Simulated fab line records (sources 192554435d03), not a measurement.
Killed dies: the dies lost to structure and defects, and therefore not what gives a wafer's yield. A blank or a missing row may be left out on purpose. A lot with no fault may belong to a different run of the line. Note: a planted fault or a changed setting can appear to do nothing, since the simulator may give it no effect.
Struck lot and sound lot, side by side + flow n5 finfet + 41 steps out of a route of 1938
Sound: the wafers L857.1, L857.4, L857.5. Wafers struck: L865.3, L865.5. At the end, the cause is stated.
Per side, at each step with rows, come the tool, then ch with its chambers, and then its first start. Under that, the readings that differ: sound wafers + struck wafers + difference of the means + sigmas: that difference in standard deviations of wafers without a fault.
alike: readings whose means differ by less than 2 such deviations, and words and numbers that are the same on both sides. not compared: withheld readings, readings that some wafer has no value for, bounds like >300 that may hide the same value, and numbers for which the record gives no deviation and whose values overlap.
A row with sigmas, a row that says differs or no value, or rows on one side alone: a step with any of these is where the two part. When numbers do not overlap yet have no deviation, they are printed without sigmas and do not part them. A reading missing from all wafers of one side parts the sides only when that side holds two or more wafers.

first, 12 steps without rows for these wafers: N5_HKMG_FIN_STRIP_33 (strips in N2/H2); N5_HKMG_FIN_STRIP_34 (strips in CF4); N5_HKMG_FIN_ETCH_35 (etches SOC in N2/H2, target depth 215.8 nm, time 243.4 s); N5_HKMG_FIN_STRIP_92 (strips SOC in N2/H2, time 20 s); N5_HKMG_FIN_WET_ETCH_18 (etches TiN in SC1, time 55 s, target depth 5.2 nm, rinse time 30 s); N5_HKMG_FIN_STRIP_19 (strips in N2/H2, time 360 s); N5_HKMG_FIN_ALD_91 (deposits TiN, target thk 1 nm, pulse time 1 s, purge time 3 s); N5_HKMG_FIN_COAT_85 (time 60 s, resist thk 300 nm); N5_HKMG_FIN_ETCH_86 (etches SOC in N2/H2, stops on TiN, target depth 393.2 nm); N5_HKMG_FIN_STRIP_89 (strips SOC in N2/H2, time 20 s); N5_HKMG_FIN_WET_ETCH_87 (etches TiN in SC1, time 154.2 s, target depth 4.7 nm, rinse time 30 s); N5_HKMG_FIN_STRIP_88 (strips in N2/H2, time 360 s).
N5_HKMG_FIN_NWFM_ALD_20: deposits TiAlC, target thk 2 nm, pulse time 3 s, purge time 2 s.
  sound on ald metal-04 ch 0,2, day 7 01:57; struck on ald metal-01 ch 2, day 8 22:35
| reading                                         | sound | struck  | difference | sigmas |
|-------------------------------------------------|-------|---------|------------|--------|
| ald cycles                                      | 7 7 7 | 5 5     | -2         |        |
| model.TiAlC_of_HKMG_FIN_NWFM_ALD_20.thk nm (nm) | 2 2 2 | 1.4 1.4 | -0.6       |        |
  alike: heater power outer w, heater power w, precursor pulse height rel
  not compared: since wet clean h
then, 26 steps without rows for these wafers: N5_HKMG_FIN_ALD_71 (deposits TiN, target thk 1 nm, pulse time 1 s, purge time 3 s); N5_HKMG_FIN_COAT_66 (time 60 s, resist thk 300 nm); N5_HKMG_FIN_ETCH_67 (etches SOC in N2/H2, stops on TiN, target depth 388.9 nm); N5_HKMG_FIN_STRIP_90 (strips SOC in N2/H2, time 20 s); N5_HKMG_FIN_WET_ETCH_73 (etches the open film in SC1, time 42.3 s, target depth 1.3 nm, rinse time 30 s); N5_HKMG_FIN_ETCHBACK_68 (etches the open film in Cl2/Ar, stops on HfO2, target depth 0.5 nm); N5_HKMG_FIN_STRIP_69 (strips in N2/H2, time 360 s); N5_HKMG_FIN_ALD_21 (deposits TiN, target thk 1.5 nm, pulse time 1 s, purge time 3 s); N5_HKMG_FIN_ALD_72 (deposits W, target thk 2 nm, pulse time 1 s, purge time 2 s); N5_HKMG_FIN_W_FILL_22 (material W, target thk 60 nm, time 18.2 s); N5_HKMG_FIN_PRECLEAN_83 (cleans in DIW, time 57.5 s); N5_HKMG_FIN_SRD_84 (dry time 32 s); N5_HKMG_FIN_CMP_23 (polishes, stops on SiNx, t overpolish 10 s, target thk 46.326 nm); N5_HKMG_FIN_CMP_94 (polishes, stops on SiNx, t overpolish 4.7 s, target thk 43.299 nm); N5_GATE_CUT_ETCHBACK_00 (etches W in SF6/Cl2); N5_GATE_CUT_ETCH_56 (etches TiN in Cl2/Ar, target depth 21.6 nm); N5_GATE_CUT_ETCHBACK_30 (etches TiN in Cl2/Ar, target depth 3 nm); N5_GATE_CUT_VAPOR_ETCH_60 (etches HfO2 in BCl3/Cl2); N5_GATE_CUT_ETCH_58 (etches SiNx in CH3F/O2, target depth 17 nm, time 128.6 s); N5_GATE_CUT_STRIP_59 (strips in N2/H2, time 20 s); N5_GATE_CUT_PRECLEAN_31 (cleans in DIW, time 300 s); N5_GATE_CUT_SRD_32 (time 30 s); N5_GATE_CUT_SAC_CAP_01 (material SiNx, target thk 24 nm, pulse time 1 s, ald cycles 480); N5_GATE_CUT_PECVD_57 (deposits SiNx from SiH4/NH3/N2, target thk 21 nm); N5_GATE_CUT_CMP_02 (polishes, stops on SiO2, t overpolish 12.7 s, target thk 0 nm); N5_GATE_CUT_HM_DEP_46 (deposits SiO2 from TEOS/O2, target thk 130 nm, time 26.6 s).
-- record jumps: 5 days separate the struck wafers' starts on either side; left off in module GATE_CUT, taken up again in module BEOL_M4, whose first shown step is the route's number 1111 --
N5_BEOL_M4_RC_MEAS_101:
  sound on prober-01 ch 0, day 11 00:50; struck on prober-02 ch 0, day 13 19:25
| reading             | sound                     | struck            | difference | sigmas |
|---------------------|---------------------------|-------------------|------------|--------|
| IOFF_N (nA/um)      | 0.14 0.19 0.20            | 0.03 0.03         | -0.15      | -4     |
| IOFF_N_85C (nA/um)  | 2.8 3.5 3.7               | 0.7 0.7           | -2.6       | -5     |
| IOFF_N_LIN (nA/um)  | 0.066 0.084 0.084         | 0.013 0.013       | -0.065     | -5     |
| IOFF_N_LONG (nA/um) | 5.4e-05 5.38e-05 5.46e-05 | 2.49e-05 2.43e-05 | -2.95e-05  | -11    |
| IOFF_P (nA/um)      | 0.18 0.23 0.24            | 0.31 0.34         | +0.11      | +3     |
| IOFF_P_85C (nA/um)  | 3.1 3.9 4.1               | 5.0 5.4           | +1.5       | +3     |
| IOFF_P_LIN (nA/um)  | 0.088 0.108 0.111         | 0.149 0.159       | +0.052     | +4     |
| IOFF_P_LONG (nA/um) | 8.8e-05 9.7e-05 9.9e-05   | 0.000147 0.000151 | +0.000054  | +5     |
| ION_N (uA/um)       | 663 683 680               | 565 570           | -108       | -10    |
| ION_P (uA/um)       | 456 469 468               | 474 488           | +17        | +2     |
| VT_N (mV)           | 250.2 248.1 247.4         | 297.1 299.6       | +49.8      | +17    |
| VT_N_LONG (mV)      | 275.4 275.6 276.4         | 323.8 322.7       | +47.4      | +26    |
| VT_N_LVT (mV)       | 101 95 97                 | 145 144           | +47        | +16    |
| VT_P (mV)           | -252 -250 -247            | -238 -239         | +11        | +3     |
| VT_P_LONG (mV)      | -275 -279 -278            | -260 -263         | +16        | +5     |
| VT_P_LVT (mV)       | -100 -96 -97              | -86 -84           | +13        | +4     |
  alike: DIBL_N, DIBL_P, SS_N, SS_P
-- a jump in the record: the struck wafers' starts before and after are 5 days apart (it breaks off in module BEOL_M4 and resumes in module PASSIVATION, where the first step shown is number 1936 of the route) --
N5_PASSIVATION_PROBE_49:
  sound on prober-01, day 15 06:24; struck on prober-01, day 18 08:17
| reading              | sound          | struck      | difference | sigmas      |
|----------------------|----------------|-------------|------------|-------------|
| sort_bin_8_speed (%) | 0 0 0          | 91.27 90.68 | +90.97     | +99 or more |
| sort n pass          | 1100 1082 1082 | 0 0         | -1088      | -60         |
| sort yield pct (%)   | 93.2 91.7 91.7 | 0 0         | -92        | -61         |
  alike: defect limited yield, killed_at_M0_to_M3, killed_at_M4_up, killed at contacts, killed at front end, killed at other, killed dies, killed open, killed short, sort_bin_5_function, sort_bin_6_memory

## WHERE THEY PART
At N5_BEOL_M4_RC_MEAS_101 first; at N5_PASSIVATION_PROBE_49 last (within this record only).

WHY: what the simulator had put in
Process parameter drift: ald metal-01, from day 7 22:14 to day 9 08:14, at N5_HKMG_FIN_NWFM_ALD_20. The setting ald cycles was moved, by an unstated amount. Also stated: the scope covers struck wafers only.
